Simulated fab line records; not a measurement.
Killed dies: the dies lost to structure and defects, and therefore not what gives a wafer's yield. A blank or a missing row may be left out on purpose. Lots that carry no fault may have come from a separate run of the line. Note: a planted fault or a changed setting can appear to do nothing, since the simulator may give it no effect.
Which of the tools did it? :: flow nand harc :: Sampling: 12 lots, 34 wafers, 4 of 1302 route steps

WHAT EACH GAUGE READ, for each wafer
The record lacks any reading of a measuring or inspecting step that a usual standard deviation could be used to judge.

EACH LOT AND THE TOOL THAT RAN IT (in order: tool; ch and the chambers of the sampled wafers; start)
lot: L636
NHARC_A_CHANNEL_HOLE_D1_ETCH_34: rie diel-07 ch 1,2,3, day 9 01:47 or earlier
NHARC_A_CHANNEL_HOLE_D1_ETCH_22: har etch-01 ch 0,1, day 9 01:47
NHARC_A_CHANNEL_HOLE_D1_STRIP_27: rie diel-07 ch 1,2,3, day 9 18:52 or earlier
NHARC_A_CHANNEL_FILL_D1_ALD_16: ald hk-01 ch 0,2,3, day 9 18:52

lot: L637
NHARC_A_CHANNEL_HOLE_D1_ETCH_34: rie diel-05 ch 0,1,2, day 9 18:07 or earlier
NHARC_A_CHANNEL_HOLE_D1_ETCH_22: har etch-02 ch 0,1, day 9 18:07
NHARC_A_CHANNEL_HOLE_D1_STRIP_27: rie diel-07 ch 0,1,3, day 10 13:20 or earlier
NHARC_A_CHANNEL_FILL_D1_ALD_16: ald hk-03 ch 1,3, day 10 13:20

lot: L639
NHARC_A_CHANNEL_HOLE_D1_ETCH_34: rie diel-07 ch 0,1, day 10 02:28 or earlier
NHARC_A_CHANNEL_HOLE_D1_ETCH_22: har etch-02 ch 0,1, day 10 02:28
NHARC_A_CHANNEL_HOLE_D1_STRIP_27: rie diel-07 ch 1,2,3, day 10 21:05 or earlier
NHARC_A_CHANNEL_FILL_D1_ALD_16: ald hk-04 ch 0,3, day 10 21:05

lot: L642
NHARC_A_CHANNEL_HOLE_D1_ETCH_34: rie diel-05 ch 1,2, day 11 08:47 or earlier
NHARC_A_CHANNEL_HOLE_D1_ETCH_22: har etch-01 ch 1, day 11 08:47
NHARC_A_CHANNEL_HOLE_D1_STRIP_27: rie diel-07 ch 1,2, day 12 02:25 or earlier
NHARC_A_CHANNEL_FILL_D1_ALD_16: ald hk-03 ch 1,3, day 12 02:25

lot: L643
NHARC_A_CHANNEL_HOLE_D1_ETCH_34: rie diel-07 ch 0,2, day 11 23:32 or earlier
NHARC_A_CHANNEL_HOLE_D1_ETCH_22: har etch-01 ch 0,1, day 11 23:32
NHARC_A_CHANNEL_HOLE_D1_STRIP_27: rie diel-09 ch 2,3, day 12 17:02 or earlier
NHARC_A_CHANNEL_FILL_D1_ALD_16: ald hk-01 ch 0,1,3, day 12 17:02

lot: L645
NHARC_A_CHANNEL_HOLE_D1_ETCH_34: rie diel-07 ch 1,2,3, day 13 03:10 or earlier
NHARC_A_CHANNEL_HOLE_D1_ETCH_22: har etch-01 ch 0,1, day 13 03:10
NHARC_A_CHANNEL_HOLE_D1_STRIP_27: rie diel-05 ch 0,1,2, day 13 20:23 or earlier
NHARC_A_CHANNEL_FILL_D1_ALD_16: ald hk-01 ch 0,1, day 13 20:23

lot: L650
NHARC_A_CHANNEL_HOLE_D1_ETCH_34: rie diel-07 ch 0, day 14 21:07 or earlier
NHARC_A_CHANNEL_HOLE_D1_ETCH_22: har etch-01 ch 1, day 14 21:07
NHARC_A_CHANNEL_HOLE_D1_STRIP_27: rie diel-07 ch 0,3, day 15 14:49 or earlier
NHARC_A_CHANNEL_FILL_D1_ALD_16: ald hk-03 ch 1,3, day 15 14:49

lot: L649
NHARC_A_CHANNEL_HOLE_D1_ETCH_34: rie diel-09 ch 1,2,3, day 14 23:58 or earlier
NHARC_A_CHANNEL_HOLE_D1_ETCH_22: har etch-02 ch 0,1, day 14 23:58
NHARC_A_CHANNEL_HOLE_D1_STRIP_27: rie diel-05 ch 0,1,2, day 15 18:41 or earlier
NHARC_A_CHANNEL_FILL_D1_ALD_16: ald hk-03 ch 1,2,3, day 15 18:41

lot: L652
NHARC_A_CHANNEL_HOLE_D1_ETCH_34: rie diel-09 ch 2, day 15 07:26 or earlier
NHARC_A_CHANNEL_HOLE_D1_ETCH_22: har etch-02 ch 1, day 15 07:26
NHARC_A_CHANNEL_HOLE_D1_STRIP_27: rie diel-05 ch 1,3, day 16 01:51 or earlier
NHARC_A_CHANNEL_FILL_D1_ALD_16: ald hk-03 ch 3, day 16 01:51

lot: L655
NHARC_A_CHANNEL_HOLE_D1_ETCH_34: rie diel-07 ch 0,2, day 16 23:57 or earlier
NHARC_A_CHANNEL_HOLE_D1_ETCH_22: har etch-01 ch 0,1, day 16 23:57
NHARC_A_CHANNEL_HOLE_D1_STRIP_27: rie diel-07 ch 1,3, day 17 17:47 or earlier
NHARC_A_CHANNEL_FILL_D1_ALD_16: ald hk-01 ch 1,3, day 17 17:47

lot: L657
NHARC_A_CHANNEL_HOLE_D1_ETCH_34: rie diel-05 ch 2,3, day 17 13:14 or earlier
NHARC_A_CHANNEL_HOLE_D1_ETCH_22: har etch-01 ch 0,1, day 17 13:14
NHARC_A_CHANNEL_HOLE_D1_STRIP_27: rie diel-09 ch 0,1,2, day 18 08:09 or earlier
NHARC_A_CHANNEL_FILL_D1_ALD_16: ald hk-01 ch 0,2,3, day 18 08:09

lot: L658
NHARC_A_CHANNEL_HOLE_D1_ETCH_34: rie diel-07 ch 0,1,2, day 18 00:55 or earlier
NHARC_A_CHANNEL_HOLE_D1_ETCH_22: har etch-01 ch 0,1, day 18 00:55
NHARC_A_CHANNEL_HOLE_D1_STRIP_27: rie diel-07 ch 0,1,2, day 18 18:23 or earlier
NHARC_A_CHANNEL_FILL_D1_ALD_16: ald hk-01 ch 0,1,3, day 18 18:23
- NHARC_A_CHANNEL_HOLE_D1_ETCH_34: etches the open film in CF4/CHF3, target depth 154 nm, time 77 s.
- NHARC_A_CHANNEL_HOLE_D1_ETCH_22: etches the open film in C4F8/O2/Ar, time 666.7 s, target depth 1600 nm.
- NHARC_A_CHANNEL_HOLE_D1_STRIP_27: strips in O2.
- NHARC_A_CHANNEL_FILL_D1_ALD_16: deposits SiO2, target thk 1.5 nm, pulse time 10 s, ald cycles 15.

WHAT THE TOOLS THEMSELVES READ (means of the sampled wafers that have a number; where no wafer has one, the mark that the record gives instead)
NHARC_A_CHANNEL_HOLE_D1_ETCH_34. Usual: drypump motor current A 5.9 A, standard deviation 0.43; oes product au 0.946 a.u., standard deviation 0.024; rf vpp V 371.0 V, standard deviation 2.3; showerhead plenum p Torr 1.59 Torr, standard deviation 0.065; throttle valve pct 16.801 %, standard deviation 0.0086.
lot: L636
tool: rie diel-07
drypump motor current A (A): 6.2
oes product au (a.u.): 0.924
rf vpp V (V): 369.6
showerhead plenum p Torr (Torr): 1.54
throttle valve pct (%): 16.804
flag: 

lot: L637
tool: rie diel-05
drypump motor current A (A): 5.6
oes product au (a.u.): 0.988
rf vpp V (V): 372.4
showerhead plenum p Torr (Torr): 1.64
throttle valve pct (%): 16.809
flag: 

lot: L639
tool: rie diel-07
drypump motor current A (A): 6.0
oes product au (a.u.): 0.922
rf vpp V (V): 367.0
showerhead plenum p Torr (Torr): 1.49
throttle valve pct (%): 16.799
flag: 

lot: L642
tool: rie diel-05
drypump motor current A (A): 5.8
oes product au (a.u.): 0.974
rf vpp V (V): 373.5
showerhead plenum p Torr (Torr): 1.67
throttle valve pct (%): 16.795
flag: 

lot: L643
tool: rie diel-07
drypump motor current A (A): 5.9
oes product au (a.u.): 0.930
rf vpp V (V): 370.4
showerhead plenum p Torr (Torr): 1.57
throttle valve pct (%): 16.797
flag: 

lot: L645
tool: rie diel-07
drypump motor current A (A): 6.2
oes product au (a.u.): 0.926
rf vpp V (V): 368.7
showerhead plenum p Torr (Torr): 1.54
throttle valve pct (%): 16.798
flag: 

lot: L650
tool: rie diel-07
drypump motor current A (A): 5.7
oes product au (a.u.): 0.949
rf vpp V (V): 369.5
showerhead plenum p Torr (Torr): 1.54
throttle valve pct (%): 16.800
flag: 

lot: L649
tool: rie diel-09
drypump motor current A (A): 6.1
oes product au (a.u.): 0.977
rf vpp V (V): 371.8
showerhead plenum p Torr (Torr): 1.64
throttle valve pct (%): 16.804
flag: 

lot: L652
tool: rie diel-09
drypump motor current A (A): 6.2
oes product au (a.u.): 0.994
rf vpp V (V): 371.5
showerhead plenum p Torr (Torr): 1.60
throttle valve pct (%): 16.798
flag: 

lot: L655
tool: rie diel-07
drypump motor current A (A): 5.8
oes product au (a.u.): 0.917
rf vpp V (V): 369.9
showerhead plenum p Torr (Torr): 1.55
throttle valve pct (%): 16.800
flag: 

lot: L657
tool: rie diel-05
drypump motor current A (A): 5.4
oes product au (a.u.): 0.921
rf vpp V (V): 373.4
showerhead plenum p Torr (Torr): 1.66
throttle valve pct (%): 16.804
flag: 

lot: L658
tool: rie diel-07
drypump motor current A (A): 5.9
oes product au (a.u.): 0.920
rf vpp V (V): 369.2
showerhead plenum p Torr (Torr): 1.53
throttle valve pct (%): 16.802
flag: 

NHARC_A_CHANNEL_HOLE_D1_ETCH_22. Usual: drypump motor current A 5.7 A, standard deviation 0.59; oes air line au 1.001 a.u., standard deviation 0.021; showerhead plenum p Torr 3.68 Torr, standard deviation 0.062; throttle valve pct 32.153 %, standard deviation 0.0089.
lot: L636
tool: har etch-01
drypump motor current A (A): 5.7
oes air line au (a.u.): 0.995
showerhead plenum p Torr (Torr): 3.73
throttle valve pct (%): 32.150
flag: 

lot: L637
tool: har etch-02
drypump motor current A (A): 5.8
oes air line au (a.u.): 1.008
showerhead plenum p Torr (Torr): 3.64
throttle valve pct (%): 32.142
flag: 

lot: L639
tool: har etch-02
drypump motor current A (A): 5.8
oes air line au (a.u.): 0.986
showerhead plenum p Torr (Torr): 3.64
throttle valve pct (%): 32.152
flag: 

lot: L642
tool: har etch-01
drypump motor current A (A): 5.9
oes air line au (a.u.): 0.988
showerhead plenum p Torr (Torr): 3.71
throttle valve pct (%): 32.153
flag: 

lot: L643
tool: har etch-01
drypump motor current A (A): 5.4
oes air line au (a.u.): 0.999
showerhead plenum p Torr (Torr): 3.71
throttle valve pct (%): 32.150
flag: 

lot: L645
tool: har etch-01
drypump motor current A (A): 5.4
oes air line au (a.u.): 0.994
showerhead plenum p Torr (Torr): 3.70
throttle valve pct (%): 32.149
flag: 

lot: L650
tool: har etch-01
drypump motor current A (A): 5.9
oes air line au (a.u.): 0.958
showerhead plenum p Torr (Torr): 3.69
throttle valve pct (%): 32.152
flag: 

lot: L649
tool: har etch-02
drypump motor current A (A): 6.2
oes air line au (a.u.): 0.993
showerhead plenum p Torr (Torr): 3.66
throttle valve pct (%): 32.158
flag: 

lot: L652
tool: har etch-02
drypump motor current A (A): 5.3
oes air line au (a.u.): 1.016
showerhead plenum p Torr (Torr): 3.54
throttle valve pct (%): 32.145
flag: 

lot: L655
tool: har etch-01
drypump motor current A (A): 5.6
oes air line au (a.u.): 1.025
showerhead plenum p Torr (Torr): 3.67
throttle valve pct (%): 32.166
flag: 

lot: L657
tool: har etch-01
drypump motor current A (A): 5.4
oes air line au (a.u.): 1.001
showerhead plenum p Torr (Torr): 3.66
throttle valve pct (%): 32.151
flag: 

lot: L658
tool: har etch-01
drypump motor current A (A): 5.7
oes air line au (a.u.): 0.984
showerhead plenum p Torr (Torr): 3.66
throttle valve pct (%): 32.146
flag: 

NHARC_A_CHANNEL_HOLE_D1_STRIP_27. Usual: drypump motor current A 6.0 A, standard deviation 0.38; oes product au 1.000 a.u., standard deviation 0.0084; rf vpp V 57.9 V, standard deviation 0.91; showerhead plenum p Torr 3.55 Torr, standard deviation 0.14; throttle valve pct 17.036 %, standard deviation 0.0087.
lot: L636
tool: rie diel-07
drypump motor current A (A): 6.3
oes product au (a.u.): 0.997
rf vpp V (V): 57.1
showerhead plenum p Torr (Torr): 3.46
throttle valve pct (%): 17.039
flag: 

lot: L637
tool: rie diel-07
drypump motor current A (A): 6.2
oes product au (a.u.): 1.004
rf vpp V (V): 57.6
showerhead plenum p Torr (Torr): 3.43
throttle valve pct (%): 17.034
flag: 

lot: L639
tool: rie diel-07
drypump motor current A (A): 6.3
oes product au (a.u.): 1.001
rf vpp V (V): 57.5
showerhead plenum p Torr (Torr): 3.46
throttle valve pct (%): 17.028
flag: 

lot: L642
tool: rie diel-07
drypump motor current A (A): 6.1
oes product au (a.u.): 1.002
rf vpp V (V): 57.3
showerhead plenum p Torr (Torr): 3.38
throttle valve pct (%): 17.030
flag: 

lot: L643
tool: rie diel-09
drypump motor current A (A): 6.2
oes product au (a.u.): 1.004
rf vpp V (V): 58.3
showerhead plenum p Torr (Torr): 3.67
throttle valve pct (%): 17.038
flag: 

lot: L645
tool: rie diel-05
drypump motor current A (A): 5.6
oes product au (a.u.): 1.006
rf vpp V (V): 57.9
showerhead plenum p Torr (Torr): 3.66
throttle valve pct (%): 17.036
flag: 

lot: L650
tool: rie diel-07
drypump motor current A (A): 6.2
oes product au (a.u.): 1.008
rf vpp V (V): 57.9
showerhead plenum p Torr (Torr): 3.50
throttle valve pct (%): 17.033
flag: 

lot: L649
tool: rie diel-05
drypump motor current A (A): 5.6
oes product au (a.u.): 1.004
rf vpp V (V): 58.5
showerhead plenum p Torr (Torr): 3.65
throttle valve pct (%): 17.038
flag: 

lot: L652
tool: rie diel-05
drypump motor current A (A): 5.5
oes product au (a.u.): 0.988
rf vpp V (V): 57.8
showerhead plenum p Torr (Torr): 3.77
throttle valve pct (%): 17.038
flag: 

lot: L655
tool: rie diel-07
drypump motor current A (A): 6.5
oes product au (a.u.): 1.001
rf vpp V (V): 57.5
showerhead plenum p Torr (Torr): 3.45
throttle valve pct (%): 17.037
flag: 

lot: L657
tool: rie diel-09
drypump motor current A (A): 6.0
oes product au (a.u.): 1.006
rf vpp V (V): 57.9
showerhead plenum p Torr (Torr): 3.62
throttle valve pct (%): 17.033
flag: 

lot: L658
tool: rie diel-07
drypump motor current A (A): 6.0
oes product au (a.u.): 0.998
rf vpp V (V): 58.4
showerhead plenum p Torr (Torr): 3.43
throttle valve pct (%): 17.037
flag: 

NHARC_A_CHANNEL_FILL_D1_ALD_16. Usual: heater power w 485 W, standard deviation 54; precursor pulse height rel 0.997, standard deviation 0.021.
lot: L636
tool: ald hk-01
heater power w (W): 512
precursor pulse height rel: 0.981
flag: 

lot: L637
tool: ald hk-03
heater power w (W): 503
precursor pulse height rel: 1.009
flag: 

lot: L639
tool: ald hk-04
heater power w (W): 478
precursor pulse height rel: 1.010
flag: 

lot: L642
tool: ald hk-03
heater power w (W): 501
precursor pulse height rel: 0.977
flag: 

lot: L643
tool: ald hk-01
heater power w (W): 483
precursor pulse height rel: 0.994
flag: 

lot: L645
tool: ald hk-01
heater power w (W): 489
precursor pulse height rel: 0.997
flag: 

lot: L650
tool: ald hk-03
heater power w (W): 508
precursor pulse height rel: 0.990
flag: 

lot: L649
tool: ald hk-03
heater power w (W): 478
precursor pulse height rel: 1.021
flag: 

lot: L652
tool: ald hk-03
heater power w (W): 504
precursor pulse height rel: 0.986
flag: 

lot: L655
tool: ald hk-01
heater power w (W): 454
precursor pulse height rel: 0.996
flag: 

lot: L657
tool: ald hk-01
heater power w (W): 527
precursor pulse height rel: 1.004
flag: 

lot: L658
tool: ald hk-01
heater power w (W): 497
precursor pulse height rel: 1.001
flag: 

THE ANSWER, worked out from the rows above alone
Rule: lot off if the mean of its wafers having a number is beyond 3 standard deviations from the usual mean. A lot without any number at a reading at which 4 lots or more have one is off too. All remaining lots with rows at the step are treated as sound. First the gauges in route order, then the tools' own readings, where a lot's mean is used as printed above. At the first step where some lot is off, the reading lying furthest off is the one used; lots without a number count as furthest.
No lot is off at any reading shown: from this, nothing can be told.

WHAT HAD BEEN PUT IN BY THE SIMULATOR
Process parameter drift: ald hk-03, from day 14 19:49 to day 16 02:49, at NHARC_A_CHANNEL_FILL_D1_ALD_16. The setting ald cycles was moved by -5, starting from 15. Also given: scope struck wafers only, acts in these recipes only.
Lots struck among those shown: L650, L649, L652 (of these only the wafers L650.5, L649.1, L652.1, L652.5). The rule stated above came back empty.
